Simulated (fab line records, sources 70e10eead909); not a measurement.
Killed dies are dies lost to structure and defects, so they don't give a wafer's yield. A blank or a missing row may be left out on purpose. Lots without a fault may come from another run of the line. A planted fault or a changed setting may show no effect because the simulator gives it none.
Chamber matching | flow nand_harc | NHARC_A_CONTACT_DEP_58 on pecvd-01: 3 sister chambers
The step deposits SiON, target thk 90 nm. 6 wafers are shown with their chamber, then 12 later ones without.

WAFERS WITH THEIR CHAMBER
wafer  | chamber | heater_power_w (W)
L086.1 | 0       | 842
L091.1 | 1       | 695
L091.5 | 1       | 718
L090.1 | 2       | 721
L090.5 | 0       | 821
L090.6 | 2       | 717

WAFERS WITHOUT THEIR CHAMBER
wafer  | heater_power_w (W)
L088.1 | 644
L088.2 | 782
L088.3 | 663
L088.4 | 652
L088.5 | 668
L088.6 | 828
L094.2 | 629
L094.4 | 730
L094.6 | 775
L096.1 | 769
L096.4 | 791
L096.5 | 675

WHICH CHAMBER EACH WENT THROUGH
wafer  | from the rows above          | in truth
L088.1 | can't be placed: 1 or 2      | 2
L088.2 | can't be placed: 0 or 2      | 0
L088.3 | can't be placed: 1 or 2      | 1
L088.4 | can't be placed: 1 or 2      | 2
L088.5 | can't be placed: 1 or 2      | 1
L088.6 | 0                            | 0
L094.2 | can't be placed: 1 or 2      | 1
L094.4 | can't be placed: 2 or 1      | 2
L094.6 | can't be placed: 2 or 0 or 1 | 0
L096.1 | can't be placed: 2 or 0 or 1 | 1
L096.4 | 0                            | 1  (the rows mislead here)
L096.5 | can't be placed: 1 or 2      | 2
Placed correctly: 1 of 12. Can't be placed from these rows: 10 (the true chamber is among the candidates in 10). Placed wrongly: 1.
How it was worked out, from the rows above alone: a wafer's distance from a chamber is the root of the sum, over the readings, of the square of ((its reading less the chamber's mean) divided by the reading's scatter). The wafer belongs to the nearest chamber; if the next one is less than 2 further off, it can't be placed. A chamber's mean is the mean of its shown wafers. The scatter: the root of (the sum of the squares of (reading less its chamber's mean) over the shown wafers, divided by (wafers less chambers)).
